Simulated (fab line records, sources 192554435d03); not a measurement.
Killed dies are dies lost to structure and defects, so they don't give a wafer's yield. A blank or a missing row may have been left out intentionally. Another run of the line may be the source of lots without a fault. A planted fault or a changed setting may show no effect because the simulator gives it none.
What tool caused it? | flow n5-finfet | 10 lots, 30 wafers sampled, at 7 steps of a route of 1938

== WHAT EACH GAUGE READ, for each wafer ==
N5_FIN_SAQP_OCD_MEAS_76.
lot  | measured    | on     | trench-depth-nm (nm)
L392 | day 2 08:22 | ocd-01 | 122.1 120.4 117.1
L397 | day 3 14:26 | ocd-02 | 119.9 120.3 120.2
L398 | day 3 20:26 | ocd-02 | 118.6 120.7 121.7
L400 | day 4 10:43 | ocd-02 | 120.0 120.4 120.4
L402 | day 4 22:36 | ocd-02 | 119.4 122.7 119.5
L403 | day 5 06:07 | ocd-01 | 119.4 122.0 122.6
L404 | day 5 10:48 | ocd-01 | 119.1 118.6 117.5
L409 | day 6 14:58 | ocd-01 | 120.1 120.4 120.6
L410 | day 6 20:04 | ocd-01 | 119.0 121.6 119.3
L411 | day 7 03:11 | ocd-01 | 118.7 119.4 119.1

N5_FIN_SAQP_INSPECT_40: inspects for defects (brightfield).
lot  | measured    | on                | raw-defect-count
L392 | day 2 08:23 | defect-inspect-02 | 257 460 283
L397 | day 3 14:28 | defect-inspect-02 | 128 167 186
L398 | day 3 20:28 | defect-inspect-01 | 194 222 254
L400 | day 4 10:45 | defect-inspect-01 | 318 210 239
L402 | day 4 22:38 | defect-inspect-01 | 443 469 492
L403 | day 5 06:08 | defect-inspect-02 | 398 426 477
L404 | day 5 10:50 | defect-inspect-01 | 469 461 424
L409 | day 6 15:00 | defect-inspect-02 | 201 250 214
L410 | day 6 20:05 | defect-inspect-02 | 217 262 213
L411 | day 7 03:13 | defect-inspect-01 | 303 310 173

N5_FIN_CUT_INSPECT_10: inspects for defects (brightfield).
lot  | measured    | on                | raw-defect-count
L392 | day 2 08:47 | defect-inspect-02 | 48 75 56
L397 | day 3 15:05 | defect-inspect-02 | 30 36 29
L398 | day 3 20:52 | defect-inspect-02 | 41 38 48
L400 | day 4 11:09 | defect-inspect-01 | 53 35 39
L402 | day 4 23:01 | defect-inspect-01 | 266 307 297
L403 | day 5 06:32 | defect-inspect-01 | 282 255 283
L404 | day 5 11:13 | defect-inspect-02 | 316 253 288
L409 | day 6 15:24 | defect-inspect-01 | 33 51 56
L410 | day 6 20:29 | defect-inspect-02 | 31 47 48
L411 | day 7 03:36 | defect-inspect-01 | 60 53 34

N5_FIN_CUT_INSPECT_17: inspects for defects (brightfield).
lot  | measured    | on                | raw-defect-count
L392 | day 2 09:48 | defect-inspect-01 | 300 481 293
L397 | day 3 16:07 | defect-inspect-02 | 124 165 214
L398 | day 3 21:49 | defect-inspect-01 | 211 227 250
L400 | day 4 12:14 | defect-inspect-01 | 339 212 240
L402 | day 5 00:01 | defect-inspect-02 | 423 453 486
L403 | day 5 07:29 | defect-inspect-02 | 393 430 472
L404 | day 5 12:20 | defect-inspect-01 | 453 473 408
L409 | day 6 16:32 | defect-inspect-01 | 207 264 253
L410 | day 6 21:26 | defect-inspect-02 | 202 289 251
L411 | day 7 04:33 | defect-inspect-01 | 352 322 172

== TOOL THAT RAN EACH LOT (tool first, then ch and the chambers of the sampled wafers, then the start) ==
lot  | N5_FIN_SAQP_STRIP_55              | N5_FIN_SAQP_ETCH_34               | N5_FIN_SAQP_ETCH_64
L392 | rie-diel-02 ch 0,3, day 2 04:32   | rie-diel-04 ch 2,3, day 2 07:55   | rie-si-01 ch 0,1,2, day 2 08:07
L397 | rie-diel-04 ch 0,2,3, day 3 10:29 | rie-diel-02 ch 0,3, day 3 13:59   | rie-si-05 ch 1,3, day 3 14:10
L398 | rie-diel-04 ch 2,3, day 3 16:04   | rie-diel-02 ch 0,1,3, day 3 20:01 | rie-si-01 ch 0,1,3, day 3 20:12
L400 | rie-diel-05 ch 0,2,3, day 4 05:12 | rie-diel-05 ch 0,1,2, day 4 10:17 | rie-si-05 ch 0,2,3, day 4 10:29
L402 | rie-diel-04 ch 2,3, day 4 16:56   | rie-diel-02 ch 1,2,3, day 4 22:10 | rie-si-01 ch 1,3, day 4 22:22
L403 | rie-diel-05 ch 0,2,3, day 5 00:50 | rie-diel-02 ch 0,1,2, day 5 05:41 | rie-si-01 ch 0,1,3, day 5 05:52
L404 | rie-diel-02 ch 0,1, day 5 06:29   | rie-diel-02 ch 1,2, day 5 10:22   | rie-si-05 ch 0,1,2, day 5 10:34
L409 | rie-diel-02 ch 0,3, day 6 10:55   | rie-diel-04 ch 1,2,3, day 6 14:32 | rie-si-05 ch 1,2, day 6 14:44
L410 | rie-diel-02 ch 0,2, day 6 16:19   | rie-diel-04 ch 0,2, day 6 19:37   | rie-si-05 ch 0,1,3, day 6 19:49
L411 | rie-diel-05 ch 0,1,3, day 6 22:32 | rie-diel-05 ch 0,1,3, day 7 02:44 | rie-si-05 ch 0,1,3, day 7 02:56
- N5_FIN_SAQP_STRIP_55: strips in N2/H2.
- N5_FIN_SAQP_ETCH_34: etches SiO2 in C4F6/O2, target depth 45 nm, time 15 s.
- N5_FIN_SAQP_ETCH_64: etches SiO2 in CF4, target depth 1.5 nm.

== WHAT THE TOOLS THEMSELVES READ (means of the sampled wafers that have a number; where no wafer has one, the mark that the record gives instead) ==
N5_FIN_SAQP_STRIP_55.
lot  | tool        | drypump-motor-current-A (A) | oes-product-au (a.u.) | rf-vpp-V (V) | showerhead-plenum-p-Torr (Torr) | throttle-valve-pct (%)
L392 | rie-diel-02 | 5.6                         | 0.79                  | 122.0        | 3.25                            | 18.9
L397 | rie-diel-04 | 5.5                         | 0.72                  | 122.6        | 3.34                            | 19.1
L398 | rie-diel-04 | 5.1                         | 0.73                  | 122.2        | 3.42                            | 19.3
L400 | rie-diel-05 | 6.2                         | 0.71                  | 121.7        | 3.47                            | 19.2
L402 | rie-diel-04 | 5.2                         | 0.73                  | 122.7        | 3.37                            | 19.0
L403 | rie-diel-05 | 6.2                         | 0.71                  | 122.1        | 3.47                            | 19.2
L404 | rie-diel-02 | 5.7                         | 0.73                  | 121.5        | 3.31                            | 18.7
L409 | rie-diel-02 | 5.6                         | 0.77                  | 121.1        | 3.23                            | 18.9
L410 | rie-diel-02 | 5.6                         | 0.75                  | 121.4        | 3.32                            | 18.9
L411 | rie-diel-05 | 6.1                         | 0.78                  | 121.7        | 3.37                            | 19.2

N5_FIN_SAQP_ETCH_34.
lot  | tool        | O2_flow_sccm (sccm) | drypump-motor-current-A (A) | etch-rf-on-time-s (s) | mfc-ar-sccm (sccm) | oes-product-au (a.u.) | rf-vpp-V (V) | showerhead-plenum-p-Torr (Torr) | throttle-valve-pct (%)
L392 | rie-diel-04 | 10.01               | 5.1                         | 15.05                 | 299.4              | 0.63                  | 665          | 2.91                            | 21.12
L397 | rie-diel-02 | 10.03               | 5.6                         | 15.13                 | 299.1              | 0.65                  | 668          | 2.75                            | 21.04
L398 | rie-diel-02 | 9.96                | 5.6                         | 15.08                 | 300.6              | 0.66                  | 665          | 2.82                            | 21.05
L400 | rie-diel-05 | 9.96                | 5.8                         | 15.04                 | 299.8              | 0.60                  | 666          | 2.85                            | 21.29
L402 | rie-diel-02 | 10.02               | 5.7                         | 14.78                 | 299.0              | 0.69                  | 668          | 2.90                            | 21.09
L403 | rie-diel-02 | 10.00               | 5.7                         | 14.90                 | 300.3              | 0.66                  | 671          | 2.89                            | 21.03
L404 | rie-diel-02 | 9.99                | 5.8                         | 14.92                 | 300.3              | 0.67                  | 667          | 2.97                            | 21.03
L409 | rie-diel-04 | 9.97                | 5.3                         | 14.89                 | 300.2              | 0.67                  | 665          | 2.84                            | 21.18
L410 | rie-diel-04 | 10.02               | 5.8                         | 15.03                 | 299.5              | 0.59                  | 661          | 2.74                            | 21.18
L411 | rie-diel-05 | 10.01               | 6.1                         | 15.05                 | 300.8              | 0.67                  | 666          | 2.85                            | 21.10

N5_FIN_SAQP_ETCH_64.
lot  | tool      | drypump-motor-current-A (A) | oes-product-au (a.u.) | throttle-valve-pct (%)
L392 | rie-si-01 | 5.3                         | 0.995                 | 21.85
L397 | rie-si-05 | 6.1                         | 1.006                 | 21.72
L398 | rie-si-01 | 5.3                         | 1.005                 | 22.02
L400 | rie-si-05 | 5.9                         | 1.001                 | 21.89
L402 | rie-si-01 | 5.6                         | 0.990                 | 21.93
L403 | rie-si-01 | 5.3                         | 1.003                 | 22.02
L404 | rie-si-05 | 6.1                         | 1.006                 | 21.82
L409 | rie-si-05 | 6.2                         | 1.025                 | 21.81
L410 | rie-si-05 | 6.0                         | 0.990                 | 21.74
L411 | rie-si-05 | 6.1                         | 0.996                 | 21.74

== THE ANSWER, worked out from the rows above alone ==
Rule: usual is defined by the lots themselves. Put in order of their means at a reading, lots are off if they are a third of the lots or fewer, leave a main group of 4 or more, and stand apart from it by a gap of 3 or more times the standard deviation of the main group's means; of several such gaps the widest counts. If all means in a main group match to the digits the tables above print for the reading, that group is not used. A lot without any number at a reading at which 4 lots or more have one is off too. All remaining lots with rows at the step are treated as sound. First the gauges in route order, then the tools' own readings, where a lot's mean is used as printed above. The first step at which some lot is off is used, and at that step the reading that is off furthest; a lot without a number counts as furthest.
Off: L402, L403, L404 (N5_FIN_CUT_INSPECT_10, raw-defect-count). The main group has a mean of 45 with a standard deviation of 7.9.
A tool fits if, at a process step before that reading, it ran every lot that is off, and no sound lot after the first of them. Gauges at N5_FIN_CUT_INSPECT_10: tried the same way as those tools. One candidate fits, namely rie-diel-02 at N5_FIN_SAQP_ETCH_34. A fault onset in the window from L398 (day 3 20:01, its last sound lot) to L402 (day 4 22:10, its first lot off) fits.

== WHAT THE SIMULATOR PUT IN ==
Chamber particle source: rie-diel-02, from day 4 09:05 on, at N5_FIN_SAQP_ETCH_34. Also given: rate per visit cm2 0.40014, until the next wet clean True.
Struck lots among those shown: L402, L403, L404. The rule given above showed the same thing.
